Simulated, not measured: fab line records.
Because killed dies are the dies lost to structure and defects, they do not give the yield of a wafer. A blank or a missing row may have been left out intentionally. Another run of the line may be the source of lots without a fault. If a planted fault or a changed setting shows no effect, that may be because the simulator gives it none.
The tool behind it: which one?    flow nandHarc    24 lots (72 wafers sampled), 1 step of a 1302-step route

## WHAT EACH GAUGE READ, for each wafer
NHARC_A_CONTACT_CD_MEAS_53.
lot   measured      on        cdNm (nm)
L075  day 22 01:05  cdSem-01  290.2 289.6 289.6
L074  day 22 04:05  cdSem-02  288.4 288.6 288.9
L076  day 22 12:52  cdSem-03  288.5 288.4 288.5
L077  day 22 16:49  cdSem-02  290.1 289.8 289.9
L078  day 23 18:18  cdSem-03  289.8 289.6 290.4
L080  day 24 09:29  cdSem-03  290.1 290.3 290.8
L079  day 24 09:45  cdSem-02  289.2 289.0 288.8
L081  day 25 02:40  cdSem-02  290.2 289.6 289.6
L082  day 25 10:47  cdSem-01  289.1 289.5 289.1
L086  day 25 19:50  cdSem-02  290.0 289.4 290.0
L084  day 25 21:06  cdSem-02  289.1 289.0 288.9
L085  day 25 23:55  cdSem-01  290.6 290.3 290.2
L083  day 26 03:25  cdSem-01  289.1 289.6 288.8
L087  day 27 04:22  cdSem-02  290.5 290.5 290.8
L089  day 27 05:34  cdSem-03  288.7 288.8 288.4
L088  day 27 21:23  cdSem-02  289.2 289.0 288.9
L090  day 28 13:14  cdSem-01  289.9 290.2 290.3
L091  day 29 03:46  cdSem-01  288.9 289.0 289.0
L092  day 29 04:36  cdSem-03  290.1 290.4 289.7
L093  day 29 10:19  cdSem-01  289.8 289.8 290.4
L094  day 29 12:17  cdSem-02  290.8 291.2 290.7
L095  day 30 02:02  cdSem-01  289.1 288.9 289.0
L096  day 30 19:10  cdSem-03  289.9 290.1 290.1
L097  day 31 14:03  cdSem-01  289.2 290.1 289.8

## TOOL THAT RAN EACH LOT (tool first, then ch and the chambers of the sampled wafers, then the start)
The record holds no process step before these readings.

## WHAT THE TOOLS THEMSELVES READ (means of the sampled wafers that have a number; where no wafer has one, the mark that the record gives instead)
The record holds no such reading with a usual standard deviation.

## THE ANSWER, worked out from the rows above alone
Rule: what is usual is taken from the lots themselves. The widest of any qualifying gaps counts: lots, ordered by their means at a reading, are off when they make up no more than a third of the lots, leave a main group of 4 or more, and stand apart from it by 3 or more times the standard deviation of that group's means. Not used: any main group whose means are identical at the precision the tables above print for the reading. Also off: a lot with no number at a reading for which 4 or more lots have one. Where the step has rows for the other lots, those lots are counted as sound. First the gauges in route order, then the tools' own readings, where a lot's mean is used as printed above. At the first step where some lot is off, the reading lying furthest off is the one used; lots without a number count as furthest.
None of the lots is off at any reading shown; this tells nothing.

## WHAT THE SIMULATOR HAD INSERTED
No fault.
